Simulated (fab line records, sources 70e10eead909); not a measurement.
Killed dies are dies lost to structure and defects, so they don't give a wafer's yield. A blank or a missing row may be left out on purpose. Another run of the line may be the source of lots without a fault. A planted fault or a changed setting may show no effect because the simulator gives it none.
Matching of chambers | flow nand harc | NHARC_A_CONTACT_ALD_18 on ald metal-04 has 4 sister chambers
The step deposits TiN, target thk 3 nm, pulse time 1 s, ald cycles 150. 8 wafers are shown with their chamber, then 10 later ones without.

## WAFERS PAIRED WITH THEIR CHAMBERS
wafer  | chamber | heater power w (W) | precursor pulse height rel
L080.6 | 0       | 1038               | 1.032
L089.4 | 3       | 1135               | 0.988
L089.5 | 2       | 1108               | 0.996
L091.1 | 1       | 1075               | 1.004
L091.3 | 0       | 1015               | 0.998
L091.4 | 2       | 1095               | 0.990
L088.2 | 3       | 1128               | 0.997
L088.3 | 1       | 1052               | 1.004

## WAFERS MISSING THEIR CHAMBER
wafer  | heater power w (W) | precursor pulse height rel
L088.5 | 1050               | 1.011
L094.1 | 1013               | 0.979
L094.4 | 1072               | 1.007
L094.5 | 1128               | 0.964
L093.3 | 1028               | 0.975
L093.5 | 1081               | 1.016
L093.6 | 1012               | 1.002
L095.2 | 1014               | 1.004
L095.5 | 1010               | 1.034
L095.6 | 1063               | 0.973

## THE CHAMBER EACH PASSED THROUGH
wafer  | from the rows above          | in truth
L088.5 | can't be placed: 1 or 0      | 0
L094.1 | can't be placed: 0 or 1      | 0
L094.4 | can't be placed: 1 or 2      | 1
L094.5 | can't be placed: 3 or 2      | 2
L093.3 | can't be placed: 0 or 1      | 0
L093.5 | can't be placed: 1 or 2      | 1
L093.6 | 0                            | 0
L095.2 | 0                            | 0
L095.5 | 0                            | 0
L095.6 | can't be placed: 1 or 2 or 0 | 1
Placed correctly: 3 of 10. Cannot be placed on the basis of these rows: 7; the candidates contain the true chamber in 7. Placed wrongly: 0.
How it was worked out, from the rows above alone: a wafer's distance from a chamber is the root of the sum, over the readings, of the square of ((its reading less the chamber's mean) divided by the reading's scatter). If the next closest chamber is less than 2 further off than the closest, the wafer can't be placed; otherwise it belongs to the closest. The mean given for a chamber averages the wafers shown for that chamber. The scatter is the square root of a quotient: the sum, over the shown wafers, of each reading's squared deviation from its chamber's mean, divided by wafers minus chambers.
